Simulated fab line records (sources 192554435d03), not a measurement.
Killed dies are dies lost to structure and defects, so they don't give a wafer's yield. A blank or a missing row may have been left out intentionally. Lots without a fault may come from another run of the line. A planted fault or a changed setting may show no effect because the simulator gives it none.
Chamber matching || flow n5 finfet || rie diel-04 running N5_SD_EPI_N_ETCHBACK_44: 4 sister chambers
The step etches SiNx in CH3F/O2, stops on SiO2, target depth 14.5 nm. 4 wafers are shown with their chamber, then 11 later ones without.

WAFERS PAIRED WITH THEIR CHAMBERS
{"wafer": "L087.1", "chamber": 3, "throttle valve pct (%)": 16.6}
{"wafer": "L087.3", "chamber": 2, "throttle valve pct (%)": 16.5}
{"wafer": "L087.6", "chamber": 1, "throttle valve pct (%)": 17.0}
{"wafer": "L088.1", "chamber": 0, "throttle valve pct (%)": 16.3}

WAFERS WHOSE CHAMBER IS MISSING
{"wafer": "L088.3", "throttle valve pct (%)": 16.6}
{"wafer": "L088.5", "throttle valve pct (%)": 16.5}
{"wafer": "L089.4", "throttle valve pct (%)": 17.0}
{"wafer": "L089.5", "throttle valve pct (%)": 16.5}
{"wafer": "L089.6", "throttle valve pct (%)": 16.6}
{"wafer": "L095.1", "throttle valve pct (%)": 17.0}
{"wafer": "L095.3", "throttle valve pct (%)": 16.7}
{"wafer": "L095.4", "throttle valve pct (%)": 16.4}
{"wafer": "L097.2", "throttle valve pct (%)": 16.4}
{"wafer": "L097.5", "throttle valve pct (%)": 16.1}
{"wafer": "L097.6", "throttle valve pct (%)": 16.7}

WHICH CHAMBER EACH ONE RAN IN
{"wafer": "L088.3", "from the rows above": "can't be placed: 3 or 2", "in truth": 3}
{"wafer": "L088.5", "from the rows above": "can't be placed: 2 or 3", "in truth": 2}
{"wafer": "L089.4", "from the rows above": 1, "in truth": 1}
{"wafer": "L089.5", "from the rows above": "can't be placed: 2 or 3", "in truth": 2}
{"wafer": "L089.6", "from the rows above": "can't be placed: 3 or 2", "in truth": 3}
{"wafer": "L095.1", "from the rows above": 1, "in truth": 1}
{"wafer": "L095.3", "from the rows above": "can't be placed: 3 or 2", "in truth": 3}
{"wafer": "L095.4", "from the rows above": "can't be placed: 0 or 2 or 3", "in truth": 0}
{"wafer": "L097.2", "from the rows above": "can't be placed: 0 or 2 or 3", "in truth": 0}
{"wafer": "L097.5", "from the rows above": 0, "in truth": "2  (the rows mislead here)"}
{"wafer": "L097.6", "from the rows above": "can't be placed: 3 or 2", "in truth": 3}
Placed correctly: 2 of 11. Unplaceable from these rows: 8, with the true chamber sitting among the candidates in 8. Number placed wrongly: 1.
How it was worked out, from the rows above alone: a wafer's distance from a chamber is the root of the sum, over the readings, of the square of ((its reading less the chamber's mean) divided by the reading's scatter). The wafer belongs to the nearest chamber; if the next one is less than 2 further off, it can't be placed. Each chamber's mean is taken over the wafers shown for it. The scatter (one wafer shown for each chamber): square how far every hidden wafer sits from the nearest shown wafer, average those squares and take the square root.
